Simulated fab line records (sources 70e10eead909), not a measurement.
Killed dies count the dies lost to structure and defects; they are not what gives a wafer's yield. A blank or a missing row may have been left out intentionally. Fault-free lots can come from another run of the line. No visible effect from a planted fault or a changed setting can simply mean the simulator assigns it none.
A lot that was struck, set against a sound lot :: flow nand_harc :: 15 steps out of a route of 1302
Sound: these wafers, L305.3, L305.4, L305.5. Struck: wafers L313.3, L313.5 (left out: L313.6, a lot-mate that was not struck); the cause follows at the end.
Per side, at each step with rows, come the tool, then ch with its chambers, and then its first start. Under that, the readings that differ: sound wafers :: struck wafers :: difference of the means :: sigmas: that difference in standard deviations of wafers without a fault.
alike: words and numbers the same on both sides, and readings whose means are apart by under 2 such deviations; not compared: readings that were withheld, readings missing a value for some wafer, numbers with overlapping values and no deviation given by the record, and bounds like >300 which may hide the same value.
Wherever a step has rows on one side only, a row that says differs or no value, or a row with sigmas, the two part there. When numbers do not overlap yet have no deviation, they are printed without sigmas and do not part them. A reading that every wafer of one side lacks parts them only if that side has two wafers or more.

first, 1 step without rows for these wafers: NHARC_A_ONON_D1_DEP_09 (target thk 1000 nm).
NHARC_A_ONON_D1_THK_MEAS_11: measures by ellipsometry.
  struck on film_metro-02, day 11 07:28; sound on film_metro-02, day 7 21:58
  alike: thk_nm
next comes 1 step that has no rows for these wafers: NHARC_A_ONON_D1_DEP_12 (target thickness 1000 nm).
NHARC_A_ONON_D1_THK_MEAS_14: measures by ellipsometry.
  struck on film_metro-01, day 11 08:02; sound on film_metro-02, day 7 22:32
  alike: thk_nm
then, 2 steps without rows for these wafers: NHARC_A_ONON_D1_ANNEAL_15 (time 3600 s); NHARC_A_ONON_D1_DEP_16 (target thk 1000 nm).
NHARC_A_ONON_D1_THK_MEAS_18: measures by ellipsometry.
  struck on film_metro-02, day 11 16:07; sound on film_metro-02, day 8 07:40
  alike: thk_nm
next comes 1 step that has no rows for these wafers: NHARC_A_ONON_D1_DEP_19 (target thickness 1000 nm).
NHARC_A_ONON_D1_THK_MEAS_21: measures by ellipsometry.
  struck on film_metro-02, day 11 16:41; sound on film_metro-01, day 8 08:14
reading: thk_nm (nm)
sound: 1018 1017 1019
struck: 996 995
difference: -22
sigmas: -3
next comes 1 step that has no rows for these wafers: NHARC_A_ONON_D1_DEP_22 (target thickness 1000 nm).
NHARC_A_ONON_D1_THK_MEAS_24: measures by ellipsometry.
  struck on film_metro-01, day 11 17:15; sound on film_metro-02, day 8 08:47
reading: thk_nm (nm)
sound: 1012 1010 1010
struck: 984 984
difference: -27
sigmas: -3
NHARC_A_ONON_D1_DEP_25: target thk 1000 nm.
  sound on pecvd_onon-01 ch 0, day 8 08:58; struck on pecvd_onon-01 ch 0, day 11 17:25
  alike: sih4_flow_sccm
NHARC_A_ONON_D1_THK_MEAS_27: measures by ellipsometry.
  struck on film_metro-02, day 11 17:49; sound on film_metro-01, day 8 09:22
reading: thk_nm (nm)
sound: 997 995 996
struck: 1755 1757
difference: +760
sigmas: +84
next comes 1 step that has no rows for these wafers: NHARC_A_ONON_D1_DEP_28 (target thickness 1000 nm).
-- record jumps: 16 days between struck wafers' starts before vs after; left off in module A_ONON_D1, resumes in module END, first step shown is number 1302 of the route --
NHARC_END_SORT_01:
  sound on prober-01 ch 0, day 24 14:30; struck on prober-01 ch 0, day 27 16:19
reading: killed_at_array
sound: 19 14 19
struck: 675 670
difference: +655
sigmas: +44

reading: killed_dies
sound: 19 16 22
struck: 677 677
difference: +658
sigmas: +44
  alike: killed_at_other, killed_at_periphery, killed_open, killed_short

WHERE THEY PART
Last at NHARC_END_SORT_01 as far as this record goes, first at NHARC_A_ONON_D1_THK_MEAS_21.

WHY: what had been put in by the simulator
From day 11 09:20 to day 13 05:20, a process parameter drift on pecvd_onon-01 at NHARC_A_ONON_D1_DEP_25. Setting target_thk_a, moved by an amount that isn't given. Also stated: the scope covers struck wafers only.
